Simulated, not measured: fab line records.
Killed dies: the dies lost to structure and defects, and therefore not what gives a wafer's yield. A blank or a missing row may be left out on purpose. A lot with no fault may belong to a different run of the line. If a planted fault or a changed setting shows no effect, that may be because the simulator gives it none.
fab line records	flow n5Finfet
[record] lots = 7	wafers = 21	lastDay = 17
route steps=1938 shown BEOL_M14@1752 PASSIVATION@1936
lots that met no fault: from a run of the same line without faults
startH: the number of hours between the record's first day and the start of the first shown wafer of the lot	waitH: hours since the lot's step before	" repeats the value in the row above	L1.1+2: a row that stands for several wafers	- value missing, or start not given	* or withheld: withheld	< > ~ a bound
route shown NAME@n: a module of which the file shows steps, and the number in the route of the first	usual: mean/standard deviation of fault-free wafers	same: alike in all rows	chamber/n: place in a boat	sites: per-site readings	_std_site: standard deviation of those values	_edge_site: mean of outer sites minus mean of inner sites	radiusMm: how far each site lies from the wafer's centre	mask NAME#n: copy n	behind: the most recent tool/chamber to have shaped the wafer	hold: why the lot went on hold/how many hours it stayed there/how the hold came to an end	device: the n, p or np transistor that did not switch	end of line: the tests these same wafers got at the end of their route	a step given without rows: its recipe and nothing more	killed: not the wafer's yield, but the dies lost to structure and defects at the first sort	map: the dies of a wafer, with x for killed, . for not killed, _ for no die there
set.NAME: the run value of the setting; set.NAME@STEP: its run value at that earlier step	model.NAME: the simulator's own value behind a step, which no gauge read
lots at selected steps of the route; one table per step, one row per wafer
services: from which hour (startH, from the record's first day; less than 0 if before it) a tool's chamber was out of use, for how many hours, and why
[[steps]]
[step N5_BEOL_M14_STRIP_69]
[recipe] chemistry = N2/H2	tempC = 40	n2FlowSccm = 200	h2FlowSccm = 200	rfFrequencyHz = 6e+07
[step N5_BEOL_M14_TRENCH_ETCH_34]
[recipe] chemistry = C4F8/O2/Ar	target = SiO2	targetDepthA = 5566.5	maskMaterial = SOC	heInnerTorr = 15	heOuterTorr = 30	timeS = 126.9	ionEnergyEv = 800	pressureMtorr = 20	sourceW = 1905	biasW = 2040	Ar_flow_sccm = 400	C4F8_flow_sccm = 16	O2_flow_sccm = 12
[usual] drypumpMotorCurrentA = 6.0/0.43	oes_f_703_au = 0.79/0.085	oesProductAu = 0.79/0.09	rfVppV = 2223/24	showerheadPlenumPTorr = 3.45/0.088	throttleValvePct = 30.96/0.22
lot.wafer	tool	chamber	startH	waitH	drypumpMotorCurrentA	oes_f_703_au	oesProductAu	rfHoursCounterH	rfVppV	showerheadPlenumPTorr	throttleValvePct
L226.3	rieDiel-01	1	278.00	0.0	6.6	0.72	0.70	228	2220	3.40	31.21
L226.4	"	2	"	"	5.9	0.72	0.72	183	2229	3.43	30.85
L226.5	"	0	"	"	6.5	0.81	0.82	-	2264	3.62	31.12
L227.1	rieDiel-01	3	306.02	0.0	6.1	0.80	0.79	99	2212	3.46	31.12
L227.3	"	2	"	"	5.9	0.72	0.71	192	2232	3.43	30.85
L227.6	"	1	"	"	6.6	0.70	0.69	-	2221	3.39	31.20
L230.2	rieDiel-03	0	311.39	0.0	5.5	0.94	0.94	20	2200	3.51	30.56
L230.4	"	2	"	"	5.8	0.67	0.67	-	2209	3.38	30.93
L230.6	"	3	"	"	6.2	0.91	0.92	-	2243	3.35	30.62
L232.1	rieDiel-01	1	326.27	0.0	6.6	0.69	0.69	245	2219	3.39	31.22
L232.3	"	3	"	"	6.1	0.79	0.79	105	2211	3.46	31.11
L232.5	"	0	"	"	6.5	0.80	0.81	-	2266	3.61	31.12
L234.1	rieDiel-01	0	335.96	0.0	6.5	0.78	0.79	89	2264	3.61	31.14
L234.2	"	2	"	"	5.9	0.71	0.70	202	2229	3.43	30.86
L234.6	"	1	"	"	6.6	0.70	0.69	-	2220	3.39	31.23
L238.2	rieDiel-04	0	368.01	0.0	5.4	0.87	0.88	35	2230	3.36	30.62
L238.3	"	3	"	"	6.1	0.83	0.82	70	2186	3.35	30.76
L238.6	"	3	"	"	6.1	0.82	0.83	-	2186	3.35	30.78
L242.3	rieDiel-01	2	386.06	0.1	5.9	0.69	0.68	-	2229	3.41	30.86
L242.4	"	0	"	"	6.5	0.77	0.78	-	2264	3.59	31.15
L242.5	"	2	"	"	5.9	0.69	0.69	-	2228	3.41	30.87
[step N5_BEOL_M14_STRIP_70]
[recipe] chemistry = C4F8/O2/Ar	resist = SiARC	rfFrequencyHz = 6e+07
[step N5_BEOL_M14_OCD_MEAS_35]
[usual] trenchDepthNm = 552/8.3
lot.wafer	tool	chamber	startH	waitH	trenchDepthNm
L226.3	ocd-02	-	278.16	0.0	550
L226.4	"	-	"	"	544
L226.5	"	-	"	"	549
L227.1	ocd-01	-	306.18	0.0	554
L227.3	"	-	"	"	543
L227.6	"	-	"	"	552
L230.2	ocd-02	-	311.54	0.0	565
L230.4	"	-	"	"	537
L230.6	"	-	"	"	566
L232.1	ocd-02	-	326.42	0.0	552
L232.3	"	-	"	"	552
L232.5	"	-	"	"	550
L234.1	ocd-02	-	336.11	0.0	547
L234.2	"	-	"	"	544
L234.6	"	-	"	"	549
L238.2	ocd-02	-	368.17	0.0	547
L238.3	"	-	"	"	556
L238.6	"	-	"	"	560
L242.3	ocd-02	-	386.22	0.0	538
L242.4	"	-	"	"	549
L242.5	"	-	"	"	545
[step N5_BEOL_M14_STRIP_37]
[recipe] chemistry = O2	powerW = 600	tempC = 60	pressureMtorr = 30	rfFrequencyHz = 6e+07	biasPowerW = 0	overashFraction = 0.3	o2FlowSccm = 225
[usual] drypumpMotorCurrentA = 5.9/0.39	oesProductAu = 0.80/0.098	rfVppV = 3.6/1	showerheadPlenumPTorr = 2.09/0.053	throttleValvePct = 16.67/0.25
[same] overashFraction = 0.3
lot.wafer	tool	chamber	startH	waitH	drypumpMotorCurrentA	oesProductAu	rfHoursCounterH	rfVppV	showerheadPlenumPTorr	throttleValvePct
L226.3	rieDiel-01	0	282.07	3.9	6.5	0.82	69	3.9	2.20	16.71
L226.4	"	2	"	"	5.9	0.71	184	2.3	2.08	16.59
L226.5	"	1	"	"	6.6	0.70	-	5.3	2.06	16.91
L227.1	rieDiel-04	3	309.87	3.7	6.0	0.87	46	4.3	2.05	16.44
L227.3	"	0	"	"	5.4	0.92	16	4.6	2.06	16.31
L227.6	"	1	"	"	5.7	0.73	-	2.6	2.16	17.00
L230.2	rieDiel-03	0	312.49	0.9	5.5	0.94	21	5.3	2.14	16.25
L230.4	"	3	"	"	6.1	0.92	-	4.0	2.05	16.39
L230.6	"	2	"	"	5.8	0.66	-	4.0	2.07	16.97
L232.1	rieDiel-01	0	327.76	1.3	6.4	0.81	85	3.5	2.20	16.78
L232.3	"	1	"	"	6.6	0.69	246	2.9	2.05	16.97
L232.5	"	2	"	"	5.9	0.71	-	3.5	2.08	16.59
L234.1	rieDiel-03	3	336.15	0.0	6.2	0.89	38	4.3	2.04	16.40
L234.2	"	1	"	"	6.0	0.88	37	3.7	2.05	16.61
L234.6	"	3	"	"	6.2	0.90	-	4.3	2.04	16.40
L238.2	rieDiel-04	1	368.89	0.7	5.7	0.70	211	1.8	2.16	17.01
L238.3	"	3	"	"	6.1	0.82	70	4.1	2.04	16.47
L238.6	"	1	"	"	5.7	0.71	-	3.1	2.16	17.01
L242.3	rieDiel-01	2	387.72	1.5	5.9	0.68	-	2.2	2.07	16.68
L242.4	"	0	"	"	6.5	0.79	-	2.6	2.19	16.85
L242.5	"	0	"	"	6.5	0.78	-	4.7	2.19	16.84
[step N5_BEOL_M14_ETCH_38]
[recipe] chemistry = CF4/N2	target = SiCN	targetDepthA = 1065	taperDeg = 2	timeS = 120.6	ionEnergyEv = 150	maskMaterial = SiO2	pressureMtorr = 40	sourceW = 430	biasW = 70	Ar_flow_sccm = 100	cf4FlowSccm = 60	n2FlowSccm = 60
[step N5_BEOL_M14_PRECLEAN_39]
[recipe] chemistry = residueRemover	timeS = 60	tempC = 40
[step N5_BEOL_M14_SRD_40]
[recipe] timeS = 30	tempC = 23	rinseLiquid = diw	dry = n2Spin	spinRpm = 1500	dryTimeS = 30
[step N5_BEOL_M14_DEGAS_41]
[recipe] ambient = vacuum	tempC = 300	timeS = 60
[usual] heaterPowerW = 455/35
lot.wafer	tool	chamber	startH	waitH	heaterPowerW
L226.3	pvdSputter-02	-	282.80	0.5	477
L226.4	"	-	"	"	477
L226.5	"	-	"	"	469
L227.1	pvdSputter-03	-	310.41	0.3	481
L227.3	"	-	"	"	482
L227.6	"	-	"	"	402
L230.2	pvdSputter-03	-	313.19	0.5	395
L230.4	"	-	"	"	486
L230.6	"	-	"	"	478
L232.1	pvdSputter-03	-	328.24	0.2	479
L232.3	"	-	"	"	488
L232.5	"	-	"	"	487
L234.1	pvdSputter-03	-	337.71	1.3	484
L234.2	"	-	"	"	482
L234.6	"	-	"	"	477
L238.2	pvdSputter-02	-	369.48	0.4	479
L238.3	"	-	"	"	474
L238.6	"	-	"	"	469
L242.3	pvdSputter-02	-	388.68	0.7	495
L242.4	"	-	"	"	471
L242.5	"	-	"	"	472
[step N5_BEOL_M14_PRE_CLEAN_42]
[recipe] gas = H2/He	timeS = 30	tempC = 300
[step N5_BEOL_M14_SPUTTER_43]
[recipe] material = TaN	targetThkA = 150	tempC = 50	biasV = 168.6	powerW = 15000	chamberPressurePa = 0.12	timeS = 24.19
[usual] biasV = 168.5/1.7	cathodeDcPowerW = 15000/2.8	throttleValvePct = 29.6/1.1
lot.wafer	tool	chamber	startH	waitH	biasV	cathodeDcPowerW	throttleValvePct
L226.3	pvdSputter-02	-	282.88	0.0	167.9	15002	30.5
L226.4	"	-	"	"	169.3	15005	28.5
L226.5	"	-	"	"	168.7	15001	28.5
L227.1	pvdSputter-03	-	310.49	0.0	168.4	14997	28.0
L227.3	"	-	"	"	168.0	14996	31.1
L227.6	"	-	"	"	168.2	15002	29.5
L230.2	pvdSputter-03	-	313.27	0.0	167.9	14997	30.1
L230.4	"	-	"	"	168.0	14998	31.4
L230.6	"	-	"	"	168.0	15000	27.9
L232.1	pvdSputter-03	-	328.32	0.0	169.9	15005	27.6
L232.3	"	-	"	"	171.1	15000	31.2
L232.5	"	-	"	"	168.6	15002	27.8
L234.1	pvdSputter-03	-	337.79	0.0	167.1	15000	31.0
L234.2	"	-	"	"	167.7	14999	28.0
L234.6	"	-	"	"	166.8	15002	31.2
L238.2	pvdSputter-02	-	369.56	0.0	168.1	15000	30.1
L238.3	"	-	"	"	169.6	15003	30.6
L238.6	"	-	"	"	168.8	15001	30.5
L242.3	pvdSputter-02	-	388.76	0.0	168.9	14997	28.4
L242.4	"	-	"	"	172.1	15000	30.2
L242.5	"	-	"	"	170.7	14997	30.5
[step N5_BEOL_M14_SPUTTER_44]
[recipe] material = Ta	targetThkA = 150	tempC = 50	biasV = 80	powerW = 15000	chamberPressurePa = 0.07	timeS = 24.19
[usual] biasV = 80.0/0.77	cathodeDcPowerW = 15000/2.7	throttleValvePct = 29.6/1.1
lot.wafer	tool	chamber	startH	waitH	biasV	cathodeDcPowerW	throttleValvePct
L226.3	pvdSputter-02	-	282.96	0.0	79.2	15001	30.3
L226.4	"	-	"	"	79.6	14998	28.4
L226.5	"	-	"	"	80.0	15000	28.5
L227.1	pvdSputter-03	-	310.57	0.0	80.6	15003	28.0
L227.3	"	-	"	"	79.3	14997	31.3
L227.6	"	-	"	"	81.2	15002	29.6
L230.2	pvdSputter-03	-	313.35	0.0	80.2	15002	29.8
L230.4	"	-	"	"	79.1	14999	31.2
L230.6	"	-	"	"	79.4	14998	27.7
L232.1	pvdSputter-03	-	328.40	0.0	80.5	14999	27.9
L232.3	"	-	"	"	79.6	14996	31.5
L232.5	"	-	"	"	81.0	15002	27.7
L234.1	pvdSputter-03	-	337.87	0.0	79.8	14994	31.4
L234.2	"	-	"	"	80.5	14998	27.9
L234.6	"	-	"	"	78.3	15004	31.2
L238.2	pvdSputter-02	-	369.64	0.0	81.0	15001	30.0
L238.3	"	-	"	"	80.9	15002	30.4
L238.6	"	-	"	"	80.5	15004	30.3
L242.3	pvdSputter-02	-	388.84	0.0	80.3	14996	28.4
L242.4	"	-	"	"	79.9	14999	30.4
L242.5	"	-	"	"	79.9	15002	30.5
[step N5_BEOL_M14_SPUTTER_45]
[recipe] material = Cu	targetThkA = 1000	tempC = -20	biasV = 60	powerW = 26000	chamberPressurePa = 0.13	timeS = 16.67
[usual] biasV = 60.1/0.6	cathodeDcPowerW = 26000/4.8	throttleValvePct = 29.6/1.1
lot.wafer	tool	chamber	startH	waitH	biasV	cathodeDcPowerW	throttleValvePct
L226.3	pvdSputter-02	-	283.04	0.0	59.8	26009	30.2
L226.4	"	-	"	"	59.0	25998	28.2
L226.5	"	-	"	"	60.0	25997	28.3
L227.1	pvdSputter-03	-	310.65	0.0	61.4	25999	27.8
L227.3	"	-	"	"	59.3	25997	31.1
L227.6	"	-	"	"	60.0	25998	30.1
L230.2	pvdSputter-03	-	313.43	0.0	60.4	21175	29.9
L230.4	"	-	"	"	60.2	21164	31.1
L230.6	"	-	"	"	59.9	21168	28.0
L232.1	pvdSputter-03	-	328.48	0.0	59.6	21176	27.7
L232.3	"	-	"	"	60.3	21160	31.3
L232.5	"	-	"	"	59.6	21176	27.7
L234.1	pvdSputter-03	-	337.95	0.0	60.4	21170	31.2
L234.2	"	-	"	"	60.9	21176	28.0
L234.6	"	-	"	"	61.2	21175	31.3
L238.2	pvdSputter-02	-	369.72	0.0	60.0	25998	29.9
L238.3	"	-	"	"	60.1	25994	30.4
L238.6	"	-	"	"	60.3	26000	30.4
L242.3	pvdSputter-02	-	388.92	0.0	59.9	25992	28.6
L242.4	"	-	"	"	60.1	25992	30.0
L242.5	"	-	"	"	60.6	25999	30.5
[step N5_BEOL_M14_ECD_47]
[recipe] material = Cu	targetThkA = 12480
[step N5_PASSIVATION_PROBE_49]
[usual] defectLimitedYield = 91.2/1.5	killed_at_M0_to_M3 = 35/11	killed_at_M4_up = 13/5.6	killedAtContacts = 13/6.3	killedAtFrontEnd = 38/12	killedAtOther = 3.7/2.9	killedDies = 104/18	killedOpen = 69/13	killedShort = 34/8.3	sort_bin_5_function = 5.2/0.95	sort_bin_6_memory = 3.3/0.68	sortNPass = 1076/18	sortYieldPct = 91.2/1.5
[same] grossDies = 1180	killedAtBackSide = 0	sort_bin_4_leakage[%] = 0	sort_bin_8_speed[%] = 0
lot.wafer	tool	chamber	startH	waitH	defectLimitedYield[%]	killed_at_M0_to_M3	killed_at_M4_up	killedAtContacts	killedAtFrontEnd	killedAtOther	killedDies	killedOpen	killedShort	sort_bin_5_function[%]	sort_bin_6_memory[%]	sortNPass	sortYieldPct[%]
L230.2	prober-01	-	337.89	0.1	92.6	32	11	8	29	7	87	52	30	4.2	3.1	1093	92.6
L230.4	prober-01	-	337.99	0.2	87.4	66	12	6	59	6	149	96	48	7.6	4.6	1031	87.4
L230.6	prober-01	-	338.09	0.3	91.9	36	11	11	34	4	96	59	31	3.9	4.2	1084	91.9
L232.1	prober-01	-	349.86	0.0	90.5	45	25	5	33	4	112	69	38	5.4	3.6	1068	90.5
L232.3	prober-01	-	349.96	0.1	92.9	28	17	10	20	9	84	58	24	4.2	2.7	1096	92.9
L232.5	prober-01	-	350.06	0.2	90.3	48	15	17	31	3	114	58	51	6.0	3.2	1066	90.3
L234.1	prober-01	-	362.73	0.0	92.2	33	16	5	33	5	92	51	35	4.7	3.0	1088	92.2
L234.2	prober-01	-	362.78	0.1	92.6	27	6	5	38	11	87	56	30	4.2	2.8	1093	92.6
// killed by level:class
L230.2 BEOL_M0_SAQP:geometricParticle:open=15 STI_FIN_REVEAL:geometricParticle:open=7 MOL_CONTACT_COAG:geometricParticle:open=5 BEOL_M0_SAQP:geometricParticle:short=5 BEOL_M2:geometricParticle:open=5 BEOL_M4:geometricParticle:open=4 FIN_SAQP:geometricParticle:short=3 GATE_CUT:geometricParticle:short=3
L230.4 BEOL_M0_SAQP:geometricParticle:open=27 STI_FIN_REVEAL:geometricParticle:open=20 BEOL_M0_SAQP:geometricParticle:short=19 BEOL_M1:geometricParticle:open=9 FIN_SAQP:geometricParticle:short=6 FIN_SAQP:geometricParticle:open=5 MOL_CONTACT_COAG:geometricParticle:open=5 BEOL_M2:geometricParticle:open=5
L230.6 BEOL_M0_SAQP:geometricParticle:open=10 BEOL_M0_SAQP:geometricParticle:short=10 STI_FIN_REVEAL:geometricParticle:open=8 MOL_CONTACT_COAG:geometricParticle:open=8 BEOL_M3:geometricParticle:open=8 FIN_SAQP:geometricParticle:short=7 BEOL_M4:geometricParticle:open=6 BEOL_M2:geometricParticle:open=5
L232.1 BEOL_M3:geometricParticle:open=9 BEOL_M0_SAQP:geometricParticle:short=8 BEOL_M4:geometricParticle:open=8 BEOL_M0_SAQP:geometricParticle:open=7 GATE_CUT:geometricParticle:open=6 BEOL_M0:geometricParticle:open=6 FIN_SAQP:geometricParticle:short=5 FIN_SAQP:geometricParticle:open=4
L232.3 MOL_CONTACT_COAG:geometricParticle:open=10 BEOL_M4:geometricParticle:open=8 BEOL_M3:geometricParticle:open=7 BEOL_M0_SAQP:geometricParticle:short=6 BEOL_M0:geometricParticle:open=4 BEOL_M2:geometricParticle:open=4 PAD_METAL:geometricParticle:open=4 PAD_METAL:geometricParticle:short=4
L232.5 BEOL_M0_SAQP:geometricParticle:short=20 BEOL_M0_SAQP:geometricParticle:open=9 MOL_CONTACT_COAG:geometricParticle:open=9 MOL_CONTACT_COAG:geometricParticle:short=8 FIN_SAQP:geometricParticle:short=6 FIN_SAQP:geometricParticle:open=6 BEOL_M3:geometricParticle:open=6 DUMMY_GATE:geometricParticle:open=5
L234.1 STI_FIN_REVEAL:geometricParticle:open=13 FIN_SAQP:geometricParticle:short=6 BEOL_M0_SAQP:geometricParticle:short=6 BEOL_M2:geometricParticle:open=6 BEOL_M0:geometricParticle:open=5 BEOL_M14:interfaceVoidOpened=5 GATE_CUT:geometricParticle:short=4 BEOL_M0_SAQP:geometricParticle:open=4
L234.2 FIN_SAQP:geometricParticle:open=7 BEOL_M0_SAQP:geometricParticle:open=7 MOL_CONTACT_COAG:geometricParticle:open=5 PASS1_CAP:geometricParticle:open=5 ILD0:geometricParticle:short=4 ILD0:geometricParticle:open=4 GATE_CUT:geometricParticle:short=4 BEOL_M0_SAQP:geometricParticle:short=4
[[services]]
tool	chamber	startH	hours	kind
rieDiel-03	1	261.09	19.7	repair
rieDiel-03	2	333.64	14.0	repair
rieDiel-01	1	336.70	-	clean
rieDiel-01	1	336.70	-	consumableReplace:focusRing
rieDiel-01	1	336.70	22.8	scheduledDown
rieDiel-01	1	336.70	22.8	ventCycle
pvdSputter-03	-	340.21	4.5	repair
rieDiel-04	2	345.36	-	clean
rieDiel-04	2	345.36	-	consumableReplace:focusRing
rieDiel-04	2	345.36	27.9	scheduledDown
rieDiel-04	2	345.36	27.9	ventCycle
rieDiel-04	0	346.07	5.5	repair
rieDiel-01	0	350.57	4.9	repair
rieDiel-01	3	365.79	24.3	repair
rieDiel-03	2	371.85	-	clean
rieDiel-03	2	371.85	-	consumableReplace:focusRing
rieDiel-03	2	371.85	18.8	scheduledDown
rieDiel-03	2	371.85	18.8	ventCycle
rieDiel-04	-	378.75	4.3	pm
rieDiel-01	1	381.65	11.7	repair
[[key]]
[firstSign] step = N5_BEOL_M14_SPUTTER_45	reading = cathodeDcPowerW	direction = down	sigmas = 99+	usual = *	struck = *
effect none on later readings
metAt N5_BEOL_M14_SPUTTER_45
struckWafers L230.2,L230.4,L230.6,L232.1,L232.3,L232.5,L234.1,L234.2,L234.6
onsetBetween 310.65 313.43
[fault] kind = processParameterDrift	tool = pvdSputter-03	chamber = -	onsetH = 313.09	steps = N5_BEOL_M14_SPUTTER_45	channel = powerW	offset = *	shape = step	endH = 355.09	actsIn = *	stated = *
